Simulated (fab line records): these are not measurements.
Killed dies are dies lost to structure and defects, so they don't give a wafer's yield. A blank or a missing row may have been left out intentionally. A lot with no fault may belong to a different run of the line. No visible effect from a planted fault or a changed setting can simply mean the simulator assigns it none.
Chamber matching | flow n5Finfet | N5_BEOL_M7_ETCH_61 on rieDiel-04: 4 sister chambers
The step etches SiARC in CF4, target depth 45.5 nm, time 75.8 s. 24 wafers are shown with their chamber, then 12 later ones without.

== WAFERS PAIRED WITH THEIR CHAMBERS ==
wafer  | chamber | showerheadPlenumPTorr (Torr) | drypumpMotorCurrentA (A) | etchRfOnTimeS (s)
L078.2 | 2       | 2.22                         | 5.2                      | 78.9
L078.3 | 3       | 2.09                         | 5.6                      | 73.2
L078.6 | 3       | 2.09                         | 5.7                      | 73.6
L079.1 | 3       | 2.09                         | 5.6                      | 73.5
L079.4 | 2       | 2.21                         | 5.3                      | 78.7
L079.6 | 0       | 2.10                         | 5.7                      | 74.3
L080.2 | 3       | 2.09                         | 5.7                      | 72.7
L080.4 | 0       | 2.10                         | 5.8                      | 73.7
L080.5 | 1       | 2.28                         | 6.3                      | 71.8
L081.1 | 0       | 2.10                         | 5.8                      | 74.1
L081.2 | 1       | 2.28                         | 6.2                      | 72.1
L081.6 | 2       | 2.21                         | 5.2                      | 78.5
L085.1 | 0       | 2.09                         | 5.8                      | 76.1
L085.4 | 0       | 2.09                         | 5.8                      | 75.4
L085.6 | 2       | 2.21                         | 5.2                      | 79.2
L087.1 | 0       | 2.09                         | 5.8                      | 74.7
L087.2 | 1       | 2.28                         | 6.3                      | 73.1
L087.5 | 2       | 2.21                         | 5.3                      | 78.7
L076.3 | 3       | 2.09                         | 5.6                      | 72.7
L076.4 | 1       | 2.28                         | 6.3                      | 73.8
L076.6 | 2       | 2.21                         | 5.3                      | 78.9
L091.2 | 3       | 2.09                         | 5.6                      | 73.9
L091.5 | 3       | 2.09                         | 5.6                      | 74.3
L091.6 | 0       | 2.09                         | 5.8                      | 75.3

SIGNATURES (means of the wafers above)
reading               | chamber 0 | chamber 1 | chamber 2 | chamber 3 | scatter within a chamber
showerheadPlenumPTorr | 2.0943    | 2.2800    | 2.2117    | 2.0900    | 0.00357
drypumpMotorCurrentA  | 5.786     | 6.275     | 5.250     | 5.629     | 0.0476
etchRfOnTimeS         | 74.800    | 72.700    | 78.817    | 73.414    | 0.679
Rule: distance of a wafer from a chamber = root of the sum over the readings of ((wafer's reading minus chamber's mean) / reading's scatter) squared. If the next closest chamber is less than 2 further off than the closest, the wafer can't be placed; otherwise it belongs to the closest. How the scatter is found: for the shown wafers, subtract from each reading the mean of its chamber, square and add these, divide the total by (wafers less chambers), then take the root.

== WAFERS WHOSE CHAMBER IS MISSING ==
wafer  | showerheadPlenumPTorr (Torr) | drypumpMotorCurrentA (A) | etchRfOnTimeS (s)
L088.2 | 2.09                         | 5.7                      | 73.3
L088.3 | 2.09                         | 5.8                      | 74.5
L088.6 | 2.20                         | 5.2                      | 78.4
L092.1 | 2.08                         | 5.6                      | 74.2
L092.2 | 2.20                         | 5.2                      | 78.7
L092.4 | 2.09                         | 5.8                      | 75.4
L094.1 | 2.20                         | 5.3                      | 77.9
L094.3 | 2.09                         | 5.8                      | 75.0
L094.4 | 2.27                         | 6.3                      | 72.0
L097.1 | 2.20                         | 5.2                      | 79.3
L097.5 | 2.08                         | 5.6                      | 72.5
L097.6 | 2.09                         | 5.8                      | 75.5

== THE CHAMBER EACH PASSED THROUGH ==
wafer  | from the rows above     | in truth
L088.2 | can't be placed: 3 or 0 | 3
L088.3 | 0                       | 0
L088.6 | 2                       | 2
L092.1 | 3                       | 3
L092.2 | 2                       | 2
L092.4 | 0                       | 0
L094.1 | 2                       | 2
L094.3 | 0                       | 0
L094.4 | 1                       | 1
L097.1 | 2                       | 2
L097.5 | 3                       | 3
L097.6 | 0                       | 0
Correctly placed: 11 of 12. Not placeable from these rows: 1 (in 1, the candidates include the true chamber). Number placed wrongly: 0.
